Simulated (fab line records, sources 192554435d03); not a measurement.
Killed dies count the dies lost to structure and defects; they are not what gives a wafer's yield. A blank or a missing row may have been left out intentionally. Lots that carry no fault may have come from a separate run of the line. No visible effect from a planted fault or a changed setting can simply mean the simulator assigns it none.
What tool caused it? ; flow n5 finfet ; 33 wafers sampled from 11 lots at 1 step of a route of 1938

WHAT THE GAUGES SHOWED, per wafer
N5_BEOL_M9_INSPECT_30: inspects for defects (brightfield).
lot;measured;on;raw defect count
L246;day 11 08:17;defect inspect-02;370 403 378
L245;day 11 10:23;defect inspect-02;573 548 477
L248;day 12 10:40;defect inspect-01;455 527 507
L251;day 12 13:02;defect inspect-01;365 413 385
L250;day 12 19:47;defect inspect-01;555 409 359
L249;day 13 04:13;defect inspect-01;242 296 241
L254;day 13 08:25;defect inspect-01;314 375 356
L256;day 14 17:35;defect inspect-02;444 366 303
L258;day 15 06:14;defect inspect-01;441 342 389
L259;day 15 21:41;defect inspect-01;425 487 326
L262;day 16 05:11;defect inspect-02;440 307 498

WHICH TOOL RAN EACH LOT (tool, then ch and the chambers of the sampled wafers, then the start)
There is no process step in the record ahead of these readings.

THE ANSWER, worked out from the rows above alone
Rule: the lots themselves supply what counts as usual. Put in order of their means at a reading, lots are off if they are a third of the lots or fewer, leave a main group of 4 or more, and stand apart from it by a gap of 3 or more times the standard deviation of the main group's means; of several such gaps the widest counts. A main group is skipped when, at the precision printed for the reading in the tables above, its means are all equal. Also off: a lot with no number at a reading for which 4 or more lots have one. Any other lot the step has rows for is counted as sound.
Nothing can be told from this: no lot is off at any reading shown.

WHAT WAS PUT IN BY THE SIMULATOR
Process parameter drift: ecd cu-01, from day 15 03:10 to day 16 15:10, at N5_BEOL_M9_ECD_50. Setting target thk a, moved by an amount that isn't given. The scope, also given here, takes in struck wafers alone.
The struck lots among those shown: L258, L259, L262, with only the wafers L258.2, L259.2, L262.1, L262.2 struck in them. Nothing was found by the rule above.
